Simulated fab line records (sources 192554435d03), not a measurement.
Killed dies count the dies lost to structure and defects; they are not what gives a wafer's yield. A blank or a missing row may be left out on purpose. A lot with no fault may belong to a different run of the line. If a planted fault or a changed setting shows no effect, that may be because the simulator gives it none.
Matching of chambers | flow n5Finfet | N5_BEOL_M8_DESCUM_16 on rieDiel-06 has 4 sister chambers
The step chemistry O2, time 7.9 s. 8 wafers are shown with their chamber, then 9 later ones without.

## WAFERS WITH THEIR CHAMBER
wafer  | chamber | drypumpMotorCurrentA (A) | showerheadPlenumPTorr (Torr)
L078.6 | 3       | 5.7                      | 2.09
L077.5 | 1       | 5.2                      | 2.08
L085.2 | 2       | 6.6                      | 2.15
L085.3 | 0       | 4.9                      | 2.05
L085.4 | 1       | 5.2                      | 2.08
L089.1 | 0       | 4.9                      | 2.05
L089.2 | 3       | 5.8                      | 2.08
L089.3 | 2       | 6.6                      | 2.14

## WAFERS WHOSE CHAMBER IS MISSING
wafer  | drypumpMotorCurrentA (A) | showerheadPlenumPTorr (Torr)
L090.1 | 5.2                      | 2.07
L090.5 | 5.2                      | 2.07
L090.6 | 4.9                      | 2.05
L091.1 | 5.8                      | 2.08
L091.3 | 6.6                      | 2.14
L091.6 | 6.6                      | 2.14
L095.1 | 4.9                      | 2.04
L095.2 | 5.2                      | 2.07
L095.4 | 5.2                      | 2.07

## CHAMBER TAKEN BY EACH
wafer  | from the rows above | in truth
L090.1 | 1                   | 1
L090.5 | 1                   | 1
L090.6 | 0                   | 0
L091.1 | 3                   | 3
L091.3 | 2                   | 2
L091.6 | 2                   | 2
L095.1 | 0                   | 0
L095.2 | 1                   | 1
L095.4 | 1                   | 1
Correct placement for 9 of the 9. Number that these rows cannot place: 0. Placed wrongly: 0.
How it was worked out, from the rows above alone: a wafer's distance from a chamber is the root of the sum, over the readings, of the square of ((its reading less the chamber's mean) divided by the reading's scatter). If the next closest chamber is less than 2 further off than the closest, the wafer can't be placed; otherwise it belongs to the closest. A chamber's mean is the mean of its shown wafers. How the scatter is found: for the shown wafers, subtract from each reading the mean of its chamber, square and add these, divide the total by (wafers less chambers), then take the root.
